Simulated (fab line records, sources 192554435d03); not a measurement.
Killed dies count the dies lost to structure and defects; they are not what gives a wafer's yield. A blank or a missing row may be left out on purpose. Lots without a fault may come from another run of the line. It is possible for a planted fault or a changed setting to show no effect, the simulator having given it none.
Matching of chambers || flow n5 finfet || 4 sister chambers for N5_BEOL_M10_STRIP_36 on rie diel-05
The step strips in N2/H2. 8 wafers are shown with their chamber, then 12 later ones without.

== EACH WAFER AND ITS CHAMBER ==
{"wafer": "L083.2", "chamber": 3, "drypump motor current A (A)": 5.2, "throttle valve pct (%)": 23.83}
{"wafer": "L083.4", "chamber": 1, "drypump motor current A (A)": 5.2, "throttle valve pct (%)": 23.74}
{"wafer": "L085.1", "chamber": 2, "drypump motor current A (A)": 5.7, "throttle valve pct (%)": 23.25}
{"wafer": "L085.2", "chamber": 0, "drypump motor current A (A)": 5.7, "throttle valve pct (%)": 23.60}
{"wafer": "L085.3", "chamber": 3, "drypump motor current A (A)": 5.2, "throttle valve pct (%)": 23.86}
{"wafer": "L086.1", "chamber": 1, "drypump motor current A (A)": 5.1, "throttle valve pct (%)": 23.73}
{"wafer": "L086.2", "chamber": 0, "drypump motor current A (A)": 5.7, "throttle valve pct (%)": 23.62}
{"wafer": "L086.4", "chamber": 2, "drypump motor current A (A)": 5.6, "throttle valve pct (%)": 23.23}

== WAFERS WHOSE CHAMBER IS MISSING ==
{"wafer": "L088.2", "drypump motor current A (A)": 5.7, "throttle valve pct (%)": 23.60}
{"wafer": "L088.3", "drypump motor current A (A)": 5.2, "throttle valve pct (%)": 23.71}
{"wafer": "L088.5", "drypump motor current A (A)": 5.7, "throttle valve pct (%)": 23.59}
{"wafer": "L090.1", "drypump motor current A (A)": 5.2, "throttle valve pct (%)": 23.89}
{"wafer": "L090.3", "drypump motor current A (A)": 5.7, "throttle valve pct (%)": 23.23}
{"wafer": "L090.4", "drypump motor current A (A)": 5.7, "throttle valve pct (%)": 23.66}
{"wafer": "L093.2", "drypump motor current A (A)": 5.7, "throttle valve pct (%)": 23.66}
{"wafer": "L093.5", "drypump motor current A (A)": 5.7, "throttle valve pct (%)": 23.67}
{"wafer": "L093.6", "drypump motor current A (A)": 5.2, "throttle valve pct (%)": 23.78}
{"wafer": "L095.1", "drypump motor current A (A)": 5.7, "throttle valve pct (%)": 23.63}
{"wafer": "L095.2", "drypump motor current A (A)": 5.2, "throttle valve pct (%)": 23.79}
{"wafer": "L095.6", "drypump motor current A (A)": 5.6, "throttle valve pct (%)": 23.22}

== EACH ONE'S CHAMBER ==
{"wafer": "L088.2", "from the rows above": 0, "in truth": 0}
{"wafer": "L088.3", "from the rows above": 1, "in truth": 1}
{"wafer": "L088.5", "from the rows above": 0, "in truth": 0}
{"wafer": "L090.1", "from the rows above": 3, "in truth": 3}
{"wafer": "L090.3", "from the rows above": 2, "in truth": 2}
{"wafer": "L090.4", "from the rows above": 0, "in truth": 0}
{"wafer": "L093.2", "from the rows above": 0, "in truth": 0}
{"wafer": "L093.5", "from the rows above": 0, "in truth": 0}
{"wafer": "L093.6", "from the rows above": "can't be placed: 1 or 3", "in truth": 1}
{"wafer": "L095.1", "from the rows above": 0, "in truth": 0}
{"wafer": "L095.2", "from the rows above": "can't be placed: 3 or 1", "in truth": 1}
{"wafer": "L095.6", "from the rows above": 2, "in truth": 2}
10 of 12 placed correctly. Not placeable from these rows: 2 (in 2, the candidates include the true chamber). Wrongly placed: 0.
How it was worked out, from the rows above alone: a wafer's distance from a chamber is the root of the sum, over the readings, of the square of ((its reading less the chamber's mean) divided by the reading's scatter). The wafer belongs to the nearest chamber; if the next one is less than 2 further off, it can't be placed. A chamber's mean is the mean of its shown wafers. How the scatter is found: for the shown wafers, subtract from each reading the mean of its chamber, square and add these, divide the total by (wafers less chambers), then take the root.
